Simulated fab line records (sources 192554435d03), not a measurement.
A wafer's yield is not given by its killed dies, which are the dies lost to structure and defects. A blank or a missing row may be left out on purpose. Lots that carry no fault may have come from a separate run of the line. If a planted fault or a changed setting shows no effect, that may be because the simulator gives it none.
fab line records ; flow n5Finfet
record: lots: 7; wafers: 21
route steps=1938 shown BEOL_M2@857 BEOL_M3@980 BEOL_M5@1154 BEOL_M6@1199
startH: start of the lot's first displayed wafer, in hours after the record's first day ; waitH: hours since the lot's step before ; " identical to the entry in the row above ; L1.1+2: a row that stands for several wafers ; - value missing, or start not given ; * or withheld: withheld ; < > ~ a bound
route shown NAME@n: NAME is a module with steps in the file, n the number in the route of the first one ; usual: mean and standard deviation over wafers with no fault ; same: alike in all rows ; chamber/n: place in a boat ; sites: per-site readings ; _std_site: their standard deviation ; _edge_site: the outer-site mean with the inner-site mean subtracted ; radiusMm: for every site, how far away it sits from the centre of the wafer ; mask NAME#n: copy n ; behind: the last tool/chamber to shape the wafer ; hold: why the lot went on hold/how many hours it stayed there/how the hold came to an end ; device: transistor that didn't switch, given as n, p or np ; end of line: the route-end tests of the same wafers ; a step given without rows: its recipe and nothing more ; killed: the dies lost at the first sort to structure and to defects; this is not the yield of the wafer ; map: dies across one wafer; x = killed, . = not, _ = none there
set.NAME: the setting the step ran with; set.NAME@STEP: the setting that earlier step ran with ; model.NAME: the simulator's own value behind a step, which no gauge read
lots where settings were altered on purpose, with a table for each step and a row for each wafer
== steps ==
step: N5_BEOL_M2_DESCUM_16
recipe: chemistry: O2; timeS: 7; sourcePowerW: 50; biasPowerW: 20; pressureMtorr: 20; rfFrequencyHz: 2.712e+07; tempC: 40; resist: CAR-EUV; o2FlowSccm: 225
lot.wafer;tool;chamber;startH;waitH;set.timeS;model.CAR-EUV_of_BEOL_M2_COAT_05.thkNm
L076.2;rieDiel-05;2;146.56;0.0;5.578;27
L076.3;rieDiel-05;0;146.56;0.0;7;26.2
L076.4;rieDiel-05;3;146.56;0.0;7;26
L081.1;rieDiel-01;0;183.90;0.1;8.553;25.2
L081.4;rieDiel-01;2;183.90;0.1;7;26.2
L081.5;rieDiel-01;3;183.90;0.1;8.553;25.4
L083.1;rieDiel-05;0;186.13;0.4;7;26
L083.2;rieDiel-05;3;186.13;0.4;6.234;26.4
L083.5;rieDiel-05;2;186.13;0.4;7;26.2
L090.4;rieDiel-03;1;228.47;0.3;6.139;26.4
L090.5;rieDiel-03;1;228.47;0.3;7;26
L090.6;rieDiel-03;2;228.47;0.3;6.139;26.6
L091.1+3+6;rieDiel-05;2,1,1;232.96;0.0;7;26.2
L093.1+6;rieDiel-05;2,0;250.48;0.2;7;26.2
L093.3;rieDiel-05;0;250.48;0.2;7;26
L095.1+5;rieDiel-01;2;302.87;0.0;7;26.2
L095.6;rieDiel-01;3;302.87;0.0;6.59;26.4
step: N5_BEOL_M2_ETCH_74
recipe: chemistry: N2/H2; target: underlayer; targetDepthA: 65; maskMaterial: CAR-EUV; timeS: 5.2; ionEnergyEv: 200; pressureMtorr: 30; sourceW: 840; biasW: 150; n2FlowSccm: 200; h2FlowSccm: 200; ends: cleared
lot.wafer;tool;chamber;startH;waitH;set.doseMj@BEOL_M2_EXPOSE_08;model.BEOL_M2.cdOffsetNm
L076.2;rieDiel-05;2;146.60;0.0;41.25;-0.2
L076.3;rieDiel-05;0;146.60;0.0;43.67;1.2
L076.4;rieDiel-05;3;146.60;0.0;41.25;0
L081.1;rieDiel-01;0;183.93;0.0;44.08;1.4
L081.4;rieDiel-01;2;183.93;0.0;44.08;1.2
L081.5;rieDiel-01;3;183.93;0.0;41.25;0.4
L083.1;rieDiel-05;0;186.17;0.0;43.8;1.4
L083.2;rieDiel-05;3;186.17;0.0;43.8;1.2
L083.5;rieDiel-05;2;186.17;0.0;41.25;0.2
L090.4;rieDiel-03;1;228.51;0.0;43.16;0.8
L090.5;rieDiel-03;1;228.51;0.0;41.25;0
L090.6;rieDiel-03;2;228.51;0.0;41.25;-0.2
L091.1+6;rieDiel-05;2,1;233.00;0.0;41.25;0
L091.3;rieDiel-05;1;233.00;0.0;41.25;-0.2
L093.1;rieDiel-05;2;250.52;0.0;41.25;0
L093.3+6;rieDiel-05;0;250.52;0.0;41.25;0.2
L095.1+6;rieDiel-01;2,3;302.90;0.0;41.25;0
L095.5;rieDiel-01;2;302.90;0.0;43.41;1
step: N5_BEOL_M2_ETCH_63
recipe: chemistry: CF4; target: SiARC; targetDepthA: 156; maskMaterial: CAR-EUV; timeS: 26; ionEnergyEv: 80; pressureMtorr: 40; sourceW: 545; biasW: 36; Ar_flow_sccm: 100; cf4FlowSccm: 100; ends: cleared
lot.wafer;tool;chamber;startH;waitH;set.doseMj@BEOL_M2_EXPOSE_08;model.BEOL_M2.cdOffsetNm
L076.2;rieDiel-05;2;146.62;0.0;41.25;-0.2
L076.3;rieDiel-05;0;146.62;0.0;43.67;1.2
L076.4;rieDiel-05;3;146.62;0.0;41.25;0.2
L081.1;rieDiel-01;0;183.95;0.0;44.08;1.4
L081.4;rieDiel-01;2;183.95;0.0;44.08;1
L081.5;rieDiel-01;3;183.95;0.0;41.25;0.4
L083.1;rieDiel-05;0;186.18;0.0;43.8;1.4
L083.2;rieDiel-05;3;186.18;0.0;43.8;1.2
L083.5;rieDiel-05;2;186.18;0.0;41.25;0.2
L090.4;rieDiel-03;1;228.52;0.0;43.16;0.8
L090.5+6;rieDiel-03;1,2;228.52;0.0;41.25;0
L091.1+6;rieDiel-05;2,1;233.01;0.0;41.25;0.2
L091.3;rieDiel-05;1;233.01;0.0;41.25;-0.2
L093.1;rieDiel-05;2;250.54;0.0;41.25;0
L093.3+6;rieDiel-05;0;250.54;0.0;41.25;0.2
L095.1+6;rieDiel-01;2,3;302.92;0.0;41.25;0
L095.5;rieDiel-01;2;302.92;0.0;43.41;0.8
step: N5_BEOL_M2_COAT_22
recipe: resist: CAR-EUV; spinRpm: 1500; resistThkNm: 30
lot.wafer;tool;chamber;startH;waitH;set.spinRpm;model.CAR-EUV_of_BEOL_M2_COAT_22.thkNm
L076.2+3;lithoTrack-03;0;-;-;1500;29.8
L076.4;lithoTrack-03;0;-;-;1500;30
L081.1;lithoTrack-05;0;-;-;1548;29.6
L081.4;lithoTrack-05;0;-;-;1548;29.4
L081.5;lithoTrack-05;0;-;-;1500;29.8
L083.1;lithoTrack-05;0;-;-;1500;29.8
L083.2+5;lithoTrack-05;0;-;-;1639;28.6
L090.4;lithoTrack-04;0;-;-;1500;30
L090.5+6;lithoTrack-04;0;-;-;1641;28.8
L091.1;lithoTrack-05;0;-;-;1500;29.8
L091.3+6;lithoTrack-05;0;-;-;1652;28.6
L093.1+3+6;lithoTrack-04;0;-;-;1500;30
L095.1;lithoTrack-04;0;-;-;1500;30
L095.5+6;lithoTrack-04;0;-;-;1347;31.8
step: N5_BEOL_M2_EBR_24
recipe: solvent: PGMEA; ebrWidthMm: 1.5
step: N5_BEOL_M2_SOFTBAKE_23
recipe: tempC: 110; timeS: 60; resist: CAR-EUV
step: N5_BEOL_M2_EXPOSE_25
recipe: maskId: V1; na: 0.33; sourceShape: quasar; sigmaInner: 0.2; sigmaOuter: 0.8; polarization: unpolarized; defocusNm: 5; doseMj: 63
step: N5_BEOL_M2_PEB_26
recipe: pebTempC: 100; pebTimeS: 60; resist: CAR-EUV
step: N5_BEOL_M2_DEVELOP_27
recipe: developTimeS: 30; developer: TMAH; resist: CAR-EUV; rinseLiquid: surfactantRinse; dry: airSpin; devTempC: 23
lot.wafer;tool;chamber;startH;waitH;set.spinRpm@BEOL_M2_COAT_22;model.CAR-EUV_of_BEOL_M2_COAT_22.thkNm
L076.2+3+4;lithoTrack-03;0;-;-;1500;29.4
L081.1+4;lithoTrack-03;0;-;-;1548;29
L081.5;lithoTrack-03;0;-;-;1500;29.4
L083.1;lithoTrack-03;0;-;-;1500;29.4
L083.2;lithoTrack-03;0;-;-;1639;28.2
L083.5;lithoTrack-03;0;-;-;1639;28
L090.4;lithoTrack-04;0;-;-;1500;29.6
L090.5+6;lithoTrack-04;0;-;-;1641;28.2
L091.1;lithoTrack-05;0;-;-;1500;29.4
L091.3+6;lithoTrack-05;0;-;-;1652;28
L093.1+3;lithoTrack-03;0;-;-;1500;29.4
L093.6;lithoTrack-03;0;-;-;1500;29.6
L095.1;lithoTrack-05;0;-;-;1500;29.6
L095.5;lithoTrack-05;0;-;-;1347;31.2
L095.6;lithoTrack-05;0;-;-;1347;31.4
step: N5_BEOL_M2_ETCH_69
recipe: chemistry: CF4; target: SiARC; targetDepthA: 156; maskMaterial: CAR-EUV; timeS: 26; ionEnergyEv: 80; pressureMtorr: 40; sourceW: 545; biasW: 36; Ar_flow_sccm: 100; cf4FlowSccm: 100; ends: cleared
usual: rfVppV: 184.3/1.2
lot.wafer;tool;chamber;startH;waitH;set.biasW;rfVppV
L076.2;rieDiel-03;2;147.69;0.0;30.55;166.7
L076.3;rieDiel-03;1;147.69;0.0;30.55;165.3
L076.4;rieDiel-03;1;147.69;0.0;36;184.4
L081.1;rieDiel-03;0;185.07;0.0;36;185.6
L081.4;rieDiel-03;2;185.07;0.0;41.71;202.1
L081.5;rieDiel-03;1;185.07;0.0;41.71;202.3
L083.1;rieDiel-01;0;187.37;0.0;36;184.9
L083.2;rieDiel-01;1;187.37;0.0;34.15;177.5
L083.5;rieDiel-01;3;187.37;0.0;36;186.5
L090.4;rieDiel-05;3;229.56;0.0;36;183.2
L090.5;rieDiel-05;1;229.56;0.0;36;184.4
L090.6;rieDiel-05;2;229.56;0.0;36;182.4
L091.1;rieDiel-01;0;234.22;0.0;36;185.7
L091.3;rieDiel-01;3;234.22;0.0;36;186.5
L091.6;rieDiel-01;1;234.22;0.0;36;182.5
L093.1;rieDiel-01;2;251.44;0.0;36;184.8
L093.3;rieDiel-01;0;251.44;0.0;36;185.8
L093.6;rieDiel-01;2;251.44;0.0;36;183.6
L095.1;rieDiel-01;1;303.80;0.0;36;182.4
L095.5;rieDiel-01;0;303.80;0.0;30.07;165.2
L095.6;rieDiel-01;1;303.80;0.0;30.07;164.6
step: N5_BEOL_M2_ALD_98
recipe: material: SiO2; targetThkA: 25; tempC: 100; aldPrecursorFamily: BDEAS; aldCoReactant: O2-plasma; pulseTimeS: 1; coReactantPulseTimeS: 1; purgeTimeS: 2; coReactantPurgeTimeS: 2; aldCycles: 17; pressureTorr: 2
step: N5_BEOL_M2_ETCHBACK_99
recipe: chemistry: CHF3; target: SiO2; targetDepthA: 50; timeS: 10.4; sourceW: 215; biasW: 47; Ar_flow_sccm: 200; CHF3_flow_sccm: 12; ionEnergyEv: 100; pressureMtorr: 30
step: N5_BEOL_M2_PRECLEAN_42
recipe: chemistry: residueRemover; timeS: 60; tempC: 40
step: N5_BEOL_M2_SRD_43
recipe: timeS: 30; tempC: 23; rinseLiquid: diw; dry: ipaMarangoni
step: N5_BEOL_M2_CD_MEAS_35
recipe: targetCdNm: 18; targetCdYNm: 22.2; polarity: opening
usual: cdNm: 18.0/0.36
lot.wafer;tool;chamber;startH;waitH;set.doseMj@BEOL_M2_EXPOSE_08;cdNm
L076.2;cdSem-01;-;150.45;0.0;41.25;17.9
L076.3;cdSem-01;-;150.45;0.0;43.67;18.9
L076.4;cdSem-01;-;150.45;0.0;41.25;18.3
L081.1;cdSem-03;-;185.83;0.0;44.08;19.9
L081.4;cdSem-03;-;185.83;0.0;44.08;19.3
L081.5;cdSem-03;-;185.83;0.0;41.25;18.5
L083.1;cdSem-01;-;190.70;0.0;43.8;19.6
L083.2;cdSem-01;-;190.70;0.0;43.8;19.6
L083.5;cdSem-01;-;190.70;0.0;41.25;18.0
L090.4;cdSem-03;-;236.94;0.0;43.16;18.5
L090.5;cdSem-03;-;236.94;0.0;41.25;17.8
L090.6;cdSem-03;-;236.94;0.0;41.25;17.6
L091.1;cdSem-01;-;236.98;0.0;41.25;18.0
L091.3;cdSem-01;-;236.98;0.0;41.25;18.2
L091.6;cdSem-01;-;236.98;0.0;41.25;18.5
L093.1;cdSem-02;-;259.86;0.0;41.25;17.7
L093.3;cdSem-02;-;259.86;0.0;41.25;18.0
L093.6;cdSem-02;-;259.86;0.0;41.25;18.4
L095.1;cdSem-02;-;310.24;0.0;41.25;17.9
L095.5;cdSem-02;-;310.24;0.0;43.41;19.4
L095.6;cdSem-02;-;310.24;0.0;41.25;18.1
step: N5_BEOL_M3_TRENCH_ETCH_37
recipe: chemistry: C4F6/O2; targetDepthA: 555.55; target: SiOC; timeS: 29.2; ionEnergyEv: 250; pressureMtorr: 30; sourceW: 355; biasW: 185; Ar_flow_sccm: 300; C4F6_flow_sccm: 10; O2_flow_sccm: 10
usual: rfVppV: 665/9
lot.wafer;tool;chamber;startH;waitH;set.sourceW;rfVppV
L076.2;rieDiel-02;2;-;-;355;672
L076.3;rieDiel-02;1;-;-;355;658
L076.4;rieDiel-02;3;-;-;355;671
L081.1;rieDiel-04;1;-;-;355;667
L081.4;rieDiel-04;0;-;-;355;659
L081.5;rieDiel-04;2;-;-;355;693
L083.1;rieDiel-02;2;-;-;322;705
L083.2;rieDiel-02;0;-;-;322;695
L083.5;rieDiel-02;1;-;-;322;694
L091.1;rieDiel-02;0;-;-;355;661
L091.3;rieDiel-02;1;-;-;355;658
L091.6;rieDiel-02;3;-;-;355;672
L090.4;rieDiel-06;2;-;-;319.4;709
L090.5;rieDiel-06;3;-;-;319.4;698
L090.6;rieDiel-06;1;-;-;355;660
L093.1;rieDiel-06;0;-;-;355;655
L093.3;rieDiel-06;3;-;-;355;659
L093.6;rieDiel-06;3;-;-;355;663
L095.1;rieDiel-02;1;-;-;409.4;611
L095.5;rieDiel-02;3;-;-;355;670
L095.6;rieDiel-02;2;-;-;355;672
step: N5_BEOL_M5_ETCH_68
recipe: chemistry: N2/H2; target: SOC; targetDepthA: 800; overetchA: 160; maskMaterial: SiARC; tempC: 40; timeS: 120; ionEnergyEv: 200; pressureMtorr: 30; sourceW: 840; biasW: 150; n2FlowSccm: 200; h2FlowSccm: 200
usual: rfVppV: 524.2/1.9
lot.wafer;tool;chamber;startH;waitH;set.biasW;rfVppV;model.SiARC_of_BEOL_M5_COAT_66.thkNm
L076.2;rieDiel-04;3;184.45;0.0;150;525.6;6.6
L076.3;rieDiel-04;2;184.45;0.0;137;493.3;6.8
L076.4;rieDiel-04;1;184.45;0.0;150;526.1;6.4
L081.1;rieDiel-06;1;214.56;0.0;141.4;505.7;6.8
L081.4;rieDiel-06;2;214.56;0.0;141.4;505.0;6.8
L081.5;rieDiel-06;1;214.56;0.0;150;527.8;6.4
L083.1;rieDiel-02;0;221.26;0.0;173.1;573.1;5.6
L083.2;rieDiel-02;3;221.26;0.0;150;527.3;6.4
L083.5;rieDiel-02;3;221.26;0.0;173.1;575.3;5.4
L091.1;rieDiel-06;0;273.82;0.0;127.5;470.0;7.6
L091.3;rieDiel-06;3;273.82;0.0;150;523.2;6.2
L091.6;rieDiel-06;1;273.82;0.0;127.5;473.1;7.4
L090.4;rieDiel-06;2;291.13;0.0;150;524.8;6.4
L090.5;rieDiel-06;0;291.13;0.0;150;522.6;6.4
L090.6;rieDiel-06;1;291.13;0.0;167.1;564.8;5.6
L093.1;rieDiel-02;3;317.57;0.0;150;526.0;6.4
L093.3;rieDiel-02;1;317.57;0.0;150;522.9;6.4
L093.6;rieDiel-02;1;317.57;0.0;150;525.1;6.6
L095.1;rieDiel-04;0;348.79;0.0;150;523.2;6.4
L095.5;rieDiel-04;3;348.79;0.0;150;525.7;6.6
L095.6;rieDiel-04;2;348.79;0.0;150;520.8;6.2
step: N5_BEOL_M5_TRENCH_ETCH_37
recipe: chemistry: C4F6/O2; targetDepthA: 716.52; target: SiCOH_lowk; timeS: 24.7; ionEnergyEv: 250; pressureMtorr: 30; sourceW: 345; biasW: 185; Ar_flow_sccm: 300; C4F6_flow_sccm: 10; O2_flow_sccm: 10
lot.wafer;tool;chamber;startH;waitH;set.timeS;model.BEOL_M5.featureDepthNm;model.etch.depthNm
L076.2;rieDiel-04;3;-;-;26.81;78.6;78.65
L076.3;rieDiel-04;2;-;-;26.81;80;80.05
L076.4;rieDiel-04;1;-;-;24.7;71.4;71.46
L081.1;rieDiel-06;1;-;-;24.7;72.6;72.53
L081.4;rieDiel-06;2;-;-;24.7;70.4;70.36
L081.5;rieDiel-06;1;-;-;29.66;86.2;86.26
L083.1;rieDiel-02;0;-;-;26.16;74.8;74.84
L083.2;rieDiel-02;3;-;-;26.16;74.6;74.58
L083.5;rieDiel-02;3;-;-;26.16;74.8;74.78
L091.1;rieDiel-06;0;-;-;24.7;71;71.06
L091.3;rieDiel-06;3;-;-;24.7;73.4;73.37
L091.6;rieDiel-06;1;-;-;26.68;77.8;77.73
L090.4;rieDiel-06;2;-;-;19.93;57;56.97
L090.5;rieDiel-06;0;-;-;24.7;71.8;71.84
L090.6;rieDiel-06;1;-;-;24.7;71.8;71.78
L093.1;rieDiel-02;3;-;-;24.7;69.6;69.66
L093.3;rieDiel-02;1;-;-;24.7;71;71.06
L093.6;rieDiel-02;1;-;-;24.7;71;70.97
L095.1;rieDiel-04;0;-;-;21.14;62;62.03
L095.5;rieDiel-04;3;-;-;21.14;61;61.02
L095.6;rieDiel-04;2;-;-;24.7;72;71.94
step: N5_BEOL_M5_ETCH_41
recipe: chemistry: CH3F/O2; target: SiCN; targetDepthA: 315; taperDeg: 2; timeS: 56.7; ionEnergyEv: 120; maskMaterial: TiN; pressureMtorr: 30; sourceW: 395; biasW: 75; Ar_flow_sccm: 150; CH3F_flow_sccm: 30; O2_flow_sccm: 20
step: N5_BEOL_M5_STRIP_91
recipe: chemistry: N2/H2; timeS: 10; powerW: 450; tempC: 40; pressureMtorr: 20; rfFrequencyHz: 6e+07; biasPowerW: 7; n2FlowSccm: 200; h2FlowSccm: 200
step: N5_BEOL_M5_OCD_MEAS_38
usual: trenchDepthNm: 71.7/1.3
lot.wafer;tool;chamber;startH;waitH;set.timeS@BEOL_M5_TRENCH_ETCH_37;trenchDepthNm
L076.2;ocd-02;-;184.79;-;26.81;78.9
L076.3;ocd-02;-;184.79;-;26.81;80.3
L076.4;ocd-02;-;184.79;-;24.7;72.4
L081.1;ocd-01;-;214.90;-;24.7;72.8
L081.4;ocd-01;-;214.90;-;24.7;70.4
L081.5;ocd-01;-;214.90;-;29.66;86.2
L083.1;ocd-02;-;221.60;-;26.16;74.8
L083.2;ocd-02;-;221.60;-;26.16;74.8
L083.5;ocd-02;-;221.60;-;26.16;74.9
L091.1;ocd-01;-;274.16;-;24.7;70.7
L091.3;ocd-01;-;274.16;-;24.7;73.4
L091.6;ocd-01;-;274.16;-;26.68;77.4
L090.4;ocd-01;-;291.48;-;19.93;56.8
L090.5;ocd-01;-;291.48;-;24.7;71.8
L090.6;ocd-01;-;291.48;-;24.7;71.5
L093.1;ocd-02;-;317.91;-;24.7;69.7
L093.3;ocd-02;-;317.91;-;24.7;71.0
L093.6;ocd-02;-;317.91;-;24.7;70.6
L095.1;ocd-02;-;349.13;-;21.14;61.4
L095.5;ocd-02;-;349.13;-;21.14;60.8
L095.6;ocd-02;-;349.13;-;24.7;72.1
step: N5_BEOL_M5_HM_STRIP_39
recipe: chemistry: peroxideTinStrip; material: TiN; targetDepthA: 250; tempC: 50; timeS: 158
step: N5_BEOL_M5_SRD_40
recipe: timeS: 30; tempC: 23; rinseLiquid: diw; dry: ipaMarangoni
step: N5_BEOL_M5_ECD_50
recipe: material: Cu; targetThkA: 3000
step: N5_BEOL_M5_ANNEAL_51
recipe: tempC: 225; timeS: 90; ambient: N2
step: N5_BEOL_M5_CMP_52
recipe: stopOn: SiCOH_lowk; tOverpolishS: 6.9; downForcePsi: 1; platenRpm: 50; clearingPlatenDownForcePsi: 1.5; clearingPlatenRpm: 50; postCmpClean: cuAlkaline; targetThkNm: 62; clearingPlatenPadVelocityMS: 0.99484; padVelocityMS: 0.99484
lot.wafer;tool;chamber;startH;waitH;set.timeS@BEOL_M5_TRENCH_ETCH_37;model.Cu_of_BEOL_M5_ECD_50.thkNm
L076.3;cmp-02;0;190.69;0.2;26.81;71.4
L076.2;cmp-02;2;190.69;0.2;26.81;70.6
L076.4;cmp-02;3;190.69;0.2;24.7;62.6
L081.1;cmp-03;1;221.45;0.3;24.7;62.4
L081.4;cmp-03;3;221.45;0.3;24.7;61.4
L081.5;cmp-03;1;221.45;0.3;29.66;76.4
L083.2;cmp-02;3;228.22;0.2;26.16;64.2
L083.1;cmp-02;1;228.22;0.2;26.16;65
L083.5;cmp-02;2;228.22;0.2;26.16;67.2
L091.1;cmp-04;3;280.26;0.3;24.7;62
L091.3;cmp-04;0;280.26;0.3;24.7;63.8
L091.6;cmp-04;2;280.26;0.3;26.68;69
L090.4;cmp-03;3;299.39;0.2;19.93;49
L090.5;cmp-03;1;299.39;0.2;24.7;63.8
L090.6;cmp-03;2;299.39;0.2;24.7;61.8
L093.1;cmp-04;1;330.30;0.3;24.7;60.8
L093.3;cmp-04;2;330.30;0.3;24.7;62.8
L093.6;cmp-04;2;330.30;0.3;24.7;62
L095.1;cmp-02;0;356.03;0.3;21.14;53.4
L095.5;cmp-02;3;356.03;0.3;21.14;51
L095.6;cmp-02;0;356.03;0.3;24.7;63.2
step: N5_BEOL_M5_THK_MEAS_53
recipe: thkMeasGauge: xrf; reads: Cu_of_BEOL_M5_ECD_50
usual: M5_THK: 62.6/1.8
lot.wafer;tool;chamber;startH;waitH;set.timeS@BEOL_M5_TRENCH_ETCH_37;M5_THK[nm]
L076.2;filmMetro-01;-;190.99;-;26.81;70.4
L076.3;filmMetro-01;-;190.99;-;26.81;70.9
L076.4;filmMetro-01;-;190.99;-;24.7;62.2
L081.1;filmMetro-01;-;221.75;-;24.7;62.6
L081.4;filmMetro-01;-;221.75;-;24.7;61.8
L081.5;filmMetro-01;-;221.75;-;29.66;76.9
L083.1;filmMetro-01;-;228.48;-;26.16;65.9
L083.2;filmMetro-01;-;228.48;-;26.16;64.8
L083.5;filmMetro-01;-;228.48;-;26.16;67.9
L091.1;filmMetro-01;-;280.48;-;24.7;62.1
L091.3;filmMetro-01;-;280.48;-;24.7;63.8
L091.6;filmMetro-01;-;280.48;-;26.68;68.6
L090.4;filmMetro-01;-;299.61;-;19.93;49.3
L090.5;filmMetro-01;-;299.61;-;24.7;64.5
L090.6;filmMetro-01;-;299.61;-;24.7;62.5
L093.1;filmMetro-01;-;330.60;-;24.7;61.5
L093.3;filmMetro-01;-;330.60;-;24.7;63.6
L093.6;filmMetro-01;-;330.60;-;24.7;62.8
L095.1;filmMetro-02;-;356.29;-;21.14;53.4
L095.5;filmMetro-02;-;356.29;-;21.14;50.8
L095.6;filmMetro-02;-;356.29;-;24.7;63.4
step: N5_BEOL_M5_PRE_CLEAN_77
recipe: gas: NH3/H2; timeS: 15; tempC: *; rfPowerW: 300
step: N5_BEOL_M5_CO_CAP_78
recipe: material: Co; targetThkA: 20; tempC: 200; precursor: CCTBA/H2; pressureTorr: 30; timeS: 102.1
step: N5_BEOL_M5_PRE_CLEAN_55
recipe: gas: NH3; timeS: 15; tempC: withheld; rfPowerW: 300
step: N5_BEOL_M5_DEP_56
recipe: material: SiCN; targetThkA: 80; tempC: withheld; precursor: 3MS/NH3; pressureTorr: 3; rfW: 202; timeS: 14
step: N5_BEOL_M5_RS_MEAS_57
recipe: thkMeasGauge: four-point-probe; reads: Co_of_BEOL_M5_CO_CAP_78+Cu_of_BEOL_M5_ECD_50+Co_of_BEOL_M5_CVD_47+TaN_of_BEOL_M5_ALD_86
usual: M5_RS: 0.383/0.013
lot.wafer;tool;chamber;startH;waitH;set.timeS@BEOL_M5_TRENCH_ETCH_37;M5_RS[ohm/sq]
L076.2;filmMetro-01;-;191.25;0.1;26.81;0.332
L076.3;filmMetro-01;-;191.25;0.1;26.81;0.327
L076.4;filmMetro-01;-;191.25;0.1;24.7;0.382
L081.1;filmMetro-02;-;222.04;0.1;24.7;0.384
L081.4;filmMetro-02;-;222.04;0.1;24.7;0.391
L081.5;filmMetro-02;-;222.04;0.1;29.66;0.300
L083.1;filmMetro-02;-;228.77;0.1;26.16;0.365
L083.2;filmMetro-02;-;228.77;0.1;26.16;0.371
L083.5;filmMetro-02;-;228.77;0.1;26.16;0.351
L091.1;filmMetro-02;-;280.74;0.0;24.7;0.386
L091.3;filmMetro-02;-;280.74;0.0;24.7;0.372
L091.6;filmMetro-02;-;280.74;0.0;26.68;0.341
L090.4;filmMetro-02;-;299.87;0.0;19.93;0.516
L090.5;filmMetro-02;-;299.87;0.0;24.7;0.372
L090.6;filmMetro-02;-;299.87;0.0;24.7;0.387
L093.1;filmMetro-02;-;330.86;0.0;24.7;0.396
L093.3;filmMetro-02;-;330.86;0.0;24.7;0.379
L093.6;filmMetro-02;-;330.86;0.0;24.7;0.386
L095.1;filmMetro-02;-;356.55;0.0;21.14;0.464
L095.5;filmMetro-02;-;356.55;0.0;21.14;0.490
L095.6;filmMetro-02;-;356.55;0.0;24.7;0.377
step: N5_BEOL_M6_COAT_59
recipe: resist: SOC; tempC: 250; timeS: 60; spinRpm: 1500; resistThkNm: 100
lot.wafer;tool;chamber;startH;waitH;set.spinRpm;model.SOC_of_BEOL_M6_COAT_59.thkNm
L076.2;lithoTrack-04;0;193.84;0.1;1623;96.4
L076.3;lithoTrack-04;0;193.84;0.1;1500;100.2
L076.4;lithoTrack-04;0;193.84;0.1;1500;100.4
L081.1;lithoTrack-02;0;224.33;0.1;1500;100
L081.4;lithoTrack-02;0;224.33;0.1;1500;100.2
L081.5;lithoTrack-02;0;224.33;0.1;1500;99.8
L083.1;lithoTrack-02;0;231.39;0.1;1500;100.4
L083.2;lithoTrack-02;0;231.39;0.1;1386;104.4
L083.5;lithoTrack-02;0;231.39;0.1;1500;100.2
L091.1;lithoTrack-04;0;281.62;0.1;1591;97
L091.3+6;lithoTrack-04;0;281.62;0.1;1500;100
L090.4+6;lithoTrack-02;0;302.13;0.1;1500;99.4
L090.5;lithoTrack-02;0;302.13;0.1;1500;99.6
L093.1+6;lithoTrack-01;0;333.21;0.1;1500;99.8
L093.3;lithoTrack-01;0;333.21;0.1;1500;100.2
L095.1;lithoTrack-02;0;359.36;0.1;1565;97.2
L095.5;lithoTrack-02;0;359.36;0.1;1500;99.6
L095.6;lithoTrack-02;0;359.36;0.1;1500;99.4
== key ==
split: step: N5_BEOL_M2_DESCUM_16; setting: timeS; stated: 7; by: wafer
response: step: N5_BEOL_M2_DESCUM_16; reading: model.CAR-EUV_of_BEOL_M2_COAT_05.thkNm; change: -0.0404; per: 1%; r: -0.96
split: step: N5_BEOL_M2_COAT_22; setting: spinRpm; stated: 1500; by: wafer
response: step: N5_BEOL_M2_COAT_22; reading: model.CAR-EUV_of_BEOL_M2_COAT_22.thkNm; change: -0.138; per: 1%; r: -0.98
response: step: N5_BEOL_M2_DEVELOP_27; reading: model.CAR-EUV_of_BEOL_M2_COAT_22.thkNm; change: -0.148; per: 1%; r: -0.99
split: step: N5_BEOL_M2_ETCH_69; setting: biasW; stated: 36; by: wafer
response: step: N5_BEOL_M2_ETCH_69; reading: rfVppV; change: +1.12; per: 1%; r: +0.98
split: step: N5_BEOL_M3_TRENCH_ETCH_37; setting: sourceW; stated: 355; by: wafer
response: step: N5_BEOL_M3_TRENCH_ETCH_37; reading: rfVppV; change: -4.04; per: 1%; r: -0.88
split: step: N5_BEOL_M5_ETCH_68; setting: biasW; stated: 150; by: wafer
response: step: N5_BEOL_M5_ETCH_68; reading: rfVppV; change: +3.39; per: 1%; r: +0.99
response: step: N5_BEOL_M5_ETCH_68; reading: model.SiARC_of_BEOL_M5_COAT_66.thkNm; change: -0.0677; per: 1%; r: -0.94
split: step: N5_BEOL_M5_TRENCH_ETCH_37; setting: timeS; stated: 24.7; by: wafer
response: step: N5_BEOL_M5_TRENCH_ETCH_37; reading: model.BEOL_M5.featureDepthNm; change: +0.753; per: 1%; r: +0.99
response: step: N5_BEOL_M5_TRENCH_ETCH_37; reading: model.etch.depthNm; change: +0.754; per: 1%; r: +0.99
response: step: N5_BEOL_M5_OCD_MEAS_38; reading: trenchDepthNm; change: +0.751; per: 1%; r: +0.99
response: step: N5_BEOL_M5_CMP_52; reading: model.Cu_of_BEOL_M5_ECD_50.thkNm; change: +0.746; per: 1%; r: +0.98
response: step: N5_BEOL_M5_THK_MEAS_53; reading: M5_THK; change: +0.756; per: 1%; r: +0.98
response: step: N5_BEOL_M5_RS_MEAS_57; reading: M5_RS; change: -0.00587; per: 1%; r: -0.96
split: step: N5_BEOL_M6_COAT_59; setting: spinRpm; stated: 1500; by: wafer
response: step: N5_BEOL_M6_COAT_59; reading: model.SOC_of_BEOL_M6_COAT_59.thkNm; change: -0.506; per: 1%; r: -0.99
split outsideThisFile step=N5_BEOL_M2_EXPOSE_08 setting=doseMj
split outsideThisFile: this setting was split too, and the file shows its column; the key of that split is in another file
